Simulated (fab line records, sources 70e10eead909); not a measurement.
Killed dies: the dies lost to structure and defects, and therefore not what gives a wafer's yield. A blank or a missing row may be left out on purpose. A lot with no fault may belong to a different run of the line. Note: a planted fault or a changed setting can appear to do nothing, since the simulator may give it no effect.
A struck lot beside a sound one    flow nand harc    14 steps out of a route of 1159
Sound: wafers L695.1, L695.3, L695.6. The struck wafers were L696.2, L696.3, L696.5. At the end, the cause is stated.
Order at every step that has rows: each side's tool, ch and its chambers, its first start. Under that, the readings that differ: sound wafers    struck wafers    difference of the means    sigmas: that difference in standard deviations of wafers without a fault.
alike: readings whose means differ by less than 2 such deviations, and words and numbers that are the same on both sides. not compared: withheld readings, readings that some wafer has no value for, bounds like >300 that may hide the same value, and numbers for which the record gives no deviation and whose values overlap.
The two part at a step that has a row with sigmas, a row that says differs or no value, or rows on one side only. Numbers that have no deviation but don't overlap get no sigmas and don't part them. A reading missing from all wafers of one side parts the sides only when that side holds two or more wafers.

NHARC_A_ONON_D1_THK_MEAS_34: measures by ellipsometry.
  sound: film metro-02 at day 10 01:36; struck: film metro-01 at day 10 02:02
  alike: thk nm
NHARC_A_ONON_D1_INSPECT_32:
  sound: defect inspect-01 at day 10 01:40; struck: defect inspect-01 at day 10 02:07
  alike: raw defect count
NHARC_A_CHANNEL_HOLE_D1_DEP_00: deposits aC, target thk 3100 nm.
  sound on acl dep-02 ch 0, day 10 01:44; struck on acl dep-01 ch 0, day 10 04:38
  alike: throttle valve pct
NHARC_A_CHANNEL_HOLE_D1_DEP_01: deposits SiON, target thk 140 nm.
  sound on pecvd-04 ch 1,2, day 10 03:42; struck on pecvd-04 ch 0,1,2, day 10 06:15
  alike: chamber pressure Torr, heater power w
  not compared: since wet clean h
then, 7 steps without rows for these wafers: NHARC_A_CHANNEL_HOLE_D1_DEHYDRATE_02 (time 120 s); NHARC_A_CHANNEL_HOLE_D1_HMDS_03 (time 30 s); NHARC_A_CHANNEL_HOLE_D1_COAT_36 (time 75 s); NHARC_A_CHANNEL_HOLE_D1_COAT_37 (time 65 s); NHARC_A_CHANNEL_HOLE_D1_COAT_04 (resist thk 90 nm); NHARC_A_CHANNEL_HOLE_D1_SOFTBAKE_05 (time 55 s); NHARC_A_CHANNEL_HOLE_D1_EBR_06.
NHARC_A_CHANNEL_HOLE_D1_EXPOSE_07: exposes mask HOLE D1, target cd 100 nm.
  sound on arfi scanner-02 ch 0, day 10 04:23; struck on arfi scanner-03 ch 0, day 10 06:43
reading                                    sound              struck             difference  sigmas
model.A_CHANNEL_HOLE_D1.overlay x nm (nm)  1.181 1.181 1.181  1.748 1.748 1.748  +0.567      
  alike: mask
then, 2 steps without rows for these wafers: NHARC_A_CHANNEL_HOLE_D1_PEB_08 (peb time 65 s); NHARC_END_SORT_01.

## WHERE THEY PART
Nowhere in this record.

WHY: what had been put in by the simulator
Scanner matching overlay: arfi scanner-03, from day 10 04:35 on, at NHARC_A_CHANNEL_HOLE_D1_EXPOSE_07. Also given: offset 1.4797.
